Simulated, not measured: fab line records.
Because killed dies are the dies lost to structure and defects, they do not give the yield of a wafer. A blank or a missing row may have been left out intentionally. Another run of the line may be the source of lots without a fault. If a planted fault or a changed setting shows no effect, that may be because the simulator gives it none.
Split-lot experiment	flow n5_finfet	39 wafers read across 7 lots, on a route 1938 steps long

SPLIT DETAILS
At N5_BEOL_M11_ALD_74 (deposits TaN, target thk 2 nm, pulse time 2 s, purge time 3 s), the setting ald_cycles was moved away from the recipe's 40 on 18 of the 39 wafers read, by -32.5% to +52.5%. The other wafers ran this setting at the recipe's value.

The reading comes from the split's own step.

THE READING
TaN_of_BEOL_M11_ALD_74.thk_nm (the simulator's own value, which no gauge read), in nm, at N5_BEOL_M11_ALD_74 (deposits TaN, target thk 2 nm, pulse time 2 s, purge time 3 s). The file does not state a usual value for it.

wafer	tool, chamber at the split	ald_cycles as run	against the recipe	TaN_of_BEOL_M11_ALD_74.thk_nm, nm	against lot-mates on the recipe
L075.1	ald_metal-04, 3,0,0	40	recipe	2	-
L075.2	ald_metal-04, 3,0,0	40	recipe	2	-
L075.5	ald_metal-04, 3,0,0	40	recipe	2	-
L075.3	ald_metal-04, 2,2,3	61	+52.5%	3	+1.0
L075.4	ald_metal-04, 2,2,3	61	+52.5%	3	+1.0
L075.6	ald_metal-04, 2,2,3	61	+52.5%	3	+1.0
L078.1	ald_metal-03, 3,0,2	40	recipe	2	-
L078.2	ald_metal-03, 3,0,2	40	recipe	2	-
L078.4	ald_metal-03, 3,0,2	40	recipe	2	-
L080.1	ald_metal-03, 3,2,3	50	+25.0%	2.4	+0.4
L080.2	ald_metal-03, 3,2,3	50	+25.0%	2.4	+0.4
L080.4	ald_metal-03, 3,2,3	50	+25.0%	2.4	+0.4
L080.3	ald_metal-03, 0,2,0	40	recipe	2	-
L080.5	ald_metal-03, 0,2,0	40	recipe	2	-
L080.6	ald_metal-03, 0,2,0	40	recipe	2	-
L081.1	ald_metal-03, 0,2,3	40	recipe	2	-
L081.2	ald_metal-03, 0,2,3	40	recipe	2	-
L081.6	ald_metal-03, 0,2,3	40	recipe	2	-
L081.3	ald_metal-03, 3,1,2	27	-32.5%	1.4	-0.6
L081.4	ald_metal-03, 3,1,2	27	-32.5%	1.4	-0.6
L081.5	ald_metal-03, 3,1,2	27	-32.5%	1.4	-0.6
L082.1	ald_metal-01, 3,1,3	59	+47.5%	3	+1.0
L082.2	ald_metal-01, 3,1,3	59	+47.5%	3	+1.0
L082.5	ald_metal-01, 3,1,3	59	+47.5%	3	+1.0
L082.3	ald_metal-01, 0,2,0	40	recipe	2	-
L082.4	ald_metal-01, 0,2,0	40	recipe	2	-
L082.6	ald_metal-01, 0,2,0	40	recipe	2	-
L087.1	ald_metal-01, 1,2,3	40	recipe	2	-
L087.4	ald_metal-01, 1,2,3	40	recipe	2	-
L087.5	ald_metal-01, 1,2,3	40	recipe	2	-
L087.2	ald_metal-01, 3,0,2	31	-22.5%	1.6	-0.4
L087.3	ald_metal-01, 3,0,2	31	-22.5%	1.6	-0.4
L087.6	ald_metal-01, 3,0,2	31	-22.5%	1.6	-0.4
L091.1	ald_metal-04, 3,0,3	40	recipe	2	-
L091.2	ald_metal-04, 3,0,3	40	recipe	2	-
L091.6	ald_metal-04, 3,0,3	40	recipe	2	-
L091.3	ald_metal-04, 1,2,0	61	+52.5%	3	+1.0
L091.4	ald_metal-04, 1,2,0	61	+52.5%	3	+1.0
L091.5	ald_metal-04, 1,2,0	61	+52.5%	3	+1.0
Rows listing several chambers each stand for several wafers; the file does not say which wafer went through which chamber.

FIT RESULTS
A straight line over all 39 wafers: TaN_of_BEOL_M11_ALD_74.thk_nm changes by +0.0191 nm for each +1% of ald_cycles; r = +1.00; the points scatter about the line by 0.036 nm.
The same after taking each lot's own level away (the mean of its wafers on the recipe; 39 wafers): +0.0191 nm for each +1%; r = +1.00; scatter 0.036 nm.
On that fit, the largest move of ald_cycles shifts the reading by 1 nm.
The lots' own levels span 2.00 to 2.00 nm.
The two slopes agree, so the slope changes little with the lot-to-lot level.
Check: for one of the wafers moved furthest among these (+52.5%), held out of the fit, the line's prediction against its lot-mates is +1.01 nm. It came out at +1 nm against them.

ADDITIONAL SPLITS CARRIED BY THESE WAFERS
These wafers also went through other splits before the reading. Each is held against what the fit with the lots' levels taken away leaves over:
other split on the same wafers	wafers away from the commonest value	r with TaN_of_BEOL_M11_ALD_74.thk_nm (lot level and that fit taken away)
N5_BEOL_M8_TRENCH_ETCH_37 time_s	15	-0.03
N5_BEOL_M9_ILD_DEP_00 time_s	9	+0.11

THE FILE'S OWN FIT
TaN_of_BEOL_M11_ALD_74.thk_nm changes by +0.0192 nm for each +1% of ald_cycles, r = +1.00.
